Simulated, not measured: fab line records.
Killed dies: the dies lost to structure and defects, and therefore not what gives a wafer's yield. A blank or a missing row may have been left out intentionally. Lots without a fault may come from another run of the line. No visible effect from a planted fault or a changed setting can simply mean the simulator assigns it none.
Matching of chambers + flow n5-finfet + N5_PMOS_HMC_CHANNEL_EPI_ETCH_38 on rie-si-01 has 4 sister chambers
The step etches SiO2 in CF4, target depth 1.5 nm. 14 wafers are shown with their chamber, then 7 later ones without.

## WAFERS, EACH WITH ITS CHAMBER
| wafer  | chamber | throttle-valve-pct (%) | oes-product-au (a.u.) | bias-w (W) |
|--------|---------|------------------------|-----------------------|------------|
| L074.3 | 3       | 22.00                  | 1.017                 | 399.5      |
| L074.4 | 2       | 21.69                  | 0.978                 | 400.8      |
| L074.5 | 1       | 21.25                  | 0.998                 | 401.1      |
| L084.1 | 0       | 21.78                  | 1.033                 | 397.8      |
| L084.3 | 1       | 21.24                  | 1.017                 | 400.6      |
| L084.6 | 1       | 21.26                  | 1.003                 | 399.0      |
| L085.2 | 3       | 22.00                  | 1.026                 | 400.5      |
| L085.3 | 2       | 21.71                  | 0.967                 | 398.7      |
| L085.6 | 0       | 21.77                  | 1.041                 | 400.8      |
| L087.1 | 1       | 21.25                  | 1.012                 | 399.4      |
| L087.2 | 0       | 21.78                  | 1.048                 | 400.4      |
| L087.3 | 3       | 21.98                  | 1.020                 | 397.6      |
| L089.2 | 2       | 21.71                  | 0.964                 | 400.0      |
| L089.5 | 0       | 21.78                  | 1.040                 | 402.5      |

SIGNATURES (averages over the wafers above)
| reading            | chamber 0 | chamber 1 | chamber 2 | chamber 3 | scatter within a chamber |
|--------------------|-----------|-----------|-----------|-----------|--------------------------|
| throttle-valve-pct | 21.7775   | 21.2500   | 21.7033   | 21.9933   | 0.00899                  |
| oes-product-au     | 1.04050   | 1.00750   | 0.96967   | 1.02100   | 0.00696                  |
| bias-w             | 400.375   | 400.025   | 399.833   | 399.200   | 1.44                     |
Rule: a wafer's distance from a chamber is the root of the sum, over the readings, of the square of ((its reading less the chamber's mean) divided by the reading's scatter). If the next closest chamber is less than 2 further off than the closest, the wafer can't be placed; otherwise it belongs to the closest. How the scatter is found: for the shown wafers, subtract from each reading the mean of its chamber, square and add these, divide the total by (wafers less chambers), then take the root.

## WAFERS WITH NO CHAMBER GIVEN
| wafer  | throttle-valve-pct (%) | oes-product-au (a.u.) | bias-w (W) |
|--------|------------------------|-----------------------|------------|
| L089.6 | 21.25                  | 1.013                 | 401.1      |
| L091.1 | 21.99                  | 1.046                 | 402.8      |
| L091.3 | 21.78                  | 1.033                 | 402.3      |
| L091.5 | 21.79                  | 1.040                 | 402.7      |
| L094.2 | 21.24                  | 1.006                 | 402.1      |
| L094.4 | 21.71                  | 0.967                 | 399.1      |
| L094.6 | 21.80                  | 1.049                 | 398.5      |

## THE CHAMBER EACH PASSED THROUGH
| wafer  | from the rows above | in truth |
|--------|---------------------|----------|
| L089.6 | 1                   | 1        |
| L091.1 | 3                   | 3        |
| L091.3 | 0                   | 0        |
| L091.5 | 0                   | 0        |
| L094.2 | 1                   | 1        |
| L094.4 | 2                   | 2        |
| L094.6 | 0                   | 0        |
Correct placement for 7 of the 7. Number that these rows cannot place: 0. Number placed wrongly: 0.
